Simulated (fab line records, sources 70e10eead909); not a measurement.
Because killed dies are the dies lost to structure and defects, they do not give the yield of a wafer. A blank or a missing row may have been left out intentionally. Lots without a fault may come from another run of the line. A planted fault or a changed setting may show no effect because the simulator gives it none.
Comparing a struck lot with a sound one ; flow nand harc ; 42 steps out of a route of 1159
Sound: the wafers L783.2, L783.3, L783.5. Struck: wafers L790.2, L790.5 (left out: L790.6, a lot-mate that was not struck); the cause follows at the end.
Each step with rows lists, per side, the tool, then ch with its chambers, then its first start. Under that, the readings that differ: sound wafers ; struck wafers ; difference of the means ; sigmas: that difference in standard deviations of wafers without a fault.
alike: readings with means less than 2 such deviations apart, plus words and numbers identical on both sides. not compared: withheld readings, readings lacking a value on some wafer, bounds such as >300 that could conceal the same value, and numbers that have no deviation in the record and whose values overlap.
Wherever a step has rows on one side only, a row that says differs or no value, or a row with sigmas, the two part there. Non-overlapping numbers with no deviation appear without sigmas and do not part them. A reading that every wafer of one side lacks parts them only if that side has two wafers or more.

first, 1 step without rows for these wafers: NHARC_P_STI_HARDBAKE_13 (time 65 s).
NHARC_P_STI_DESCUM_14: chemistry O2, time 3 s.
  sound on rie diel-08 ch 0,1, day 3 04:45; struck on rie diel-08 ch 2, day 4 17:04
  alike: drypump motor current A, oes product au, rf vpp V, showerhead plenum p Torr, throttle valve pct
  not compared: rf hours counter h
NHARC_P_STI_ETCH_42: etches the open film in N2/H2, target depth 80 nm, overetch 24 nm, time 61 s.
  sound on rie diel-08 ch 1,2,3, day 3 04:51; struck on rie diel-08 ch 1,3, day 4 17:09
  alike: drypump motor current A, oes product au, rf vpp V, showerhead plenum p Torr, throttle valve pct
  not compared: rf hours counter h
NHARC_P_STI_ETCH_31: etches the open film in CF4/CHF3, target depth 108.9 nm, time 54.5 s.
  sound on rie diel-08 ch 2,3; struck on rie diel-08 ch 1,2
  alike: chf3 flow sccm, drypump motor current A, oes product au, rf vpp V, showerhead plenum p Torr, throttle valve pct
  not compared: rf hours counter h
then, 1 step without rows for these wafers: NHARC_P_STI_ETCH_15 (etches the open film in HBr/Cl2, target depth 300 nm, time 100.1 s).
NHARC_P_STI_CD_MEAS_16:
  sound: cd sem-01 at day 3 05:12; struck: cd sem-03 at day 4 17:30
  alike: cd nm
NHARC_P_STI_OCD_MEAS_17:
  sound: ocd-02 at day 3 05:17; struck: ocd-02 at day 4 17:35
  alike: trench depth nm, trench foot cd nm
then, 3 steps without rows for these wafers: NHARC_P_STI_STRIP_19 (strips in SPM, time 900 s); NHARC_P_STI_PRECLEAN_32 (cleans in SC1); NHARC_P_STI_SRD_23.
NHARC_P_STI_OCD_MEAS_43:
  sound: ocd-01 at day 3 05:47; struck: ocd-01 at day 4 18:05
  alike: trench depth nm, trench foot cd nm
then, 1 step without rows for these wafers: NHARC_P_STI_OXIDE_33 (material SiO2, target thk 10 nm, ox time 281 s).
NHARC_P_STI_HDPCVD_20: deposits SiO2.
  sound on hdpcvd-01 ch 0, day 3 14:13; struck on hdpcvd-01 ch 0,1, day 5 02:57
then, 1 step without rows for these wafers: NHARC_P_STI_ANNEAL_34 (time 1800 s).
NHARC_P_STI_CMP_21: polishes, t overpolish 20 s, target thk 380.67 nm.
  sound on cmp-03 ch 0,1, day 3 23:37; struck on cmp-03 ch 0,1, day 5 14:05
  alike: motor current A, overpolish run s
then, 7 steps without rows for these wafers: NHARC_P_STI_SRD_35; NHARC_P_STI_ETCH_36 (etches SiO2 in dHF, target depth 38.8 nm); NHARC_P_STI_STRIP_24 (strips Si3N4 in H3PO4); NHARC_P_STI_ETCH_37 (etches SiO2 in dHF, target depth 11 nm); NHARC_P_STI_PRECLEAN_38 (cleans in SC1); NHARC_P_STI_SRD_39; NHARC_P_STI_OXIDE_40 (material SiO2, target thk 10 nm, ox time 1362 s).
NHARC_P_STI_INSPECT_25:
  sound: defect inspect-02 at day 4 08:01; struck: defect inspect-02 at day 6 00:08
  alike: raw defect count
then, 12 steps without rows for these wafers: NHARC_P_GATE_ETCH_69 (etches SiO2 in dHF, target depth 14 nm); NHARC_P_GATE_PRECLEAN_70 (cleans in SC1); NHARC_P_GATE_SRD_01; NHARC_P_GATE_OXIDE_02 (material SiO2, target thk 37.5 nm, ox time 365 s); NHARC_P_GATE_DEHYDRATE_03 (time 120 s); NHARC_P_GATE_HMDS_04 (time 30 s); NHARC_P_GATE_COAT_05; NHARC_P_GATE_SOFTBAKE_06 (time 95 s); NHARC_P_GATE_EBR_07; NHARC_P_GATE_EXPOSE_08 (exposes mask P HV); NHARC_P_GATE_PEB_09 (peb time 85 s); NHARC_P_GATE_DEVELOP_10 (time 70 s).
NHARC_P_GATE_CD_MEAS_11: the cd target is 1640 nm.
  the record has rows for the sound wafers here (cd sem-03 ch 0, day 4 16:12) and none for the struck ones
then, 1 step without rows for these wafers: NHARC_P_GATE_HARDBAKE_12 (time 80 s).
NHARC_P_GATE_DESCUM_13: chemistry O2, time 3 s.
  the record has rows for the sound wafers here (rie diel-13 ch 0,1,2, day 4 16:23) and none for the struck ones
then, 3 steps without rows for these wafers: NHARC_P_GATE_ETCH_14 (etches SiO2 in dHF, target depth 48.8 nm); NHARC_P_GATE_STRIP_15 (strips in SPM, time 780 s); NHARC_P_GATE_PRECLEAN_71 (cleans in SC1).
-- break in the record here, with 15 days between the starts of the struck wafers on either side (left off in module P_GATE, picked up again in module END, where the first step shown is number 1159 on the route) --
NHARC_END_SORT_01:
  here the record holds rows for the struck wafers (prober-02 ch 0, day 20 22:56) but none for the sound ones

## WHERE THEY PART
First at NHARC_P_GATE_CD_MEAS_11; last, within this record, at NHARC_END_SORT_01.

WHY: whatever the simulator had introduced
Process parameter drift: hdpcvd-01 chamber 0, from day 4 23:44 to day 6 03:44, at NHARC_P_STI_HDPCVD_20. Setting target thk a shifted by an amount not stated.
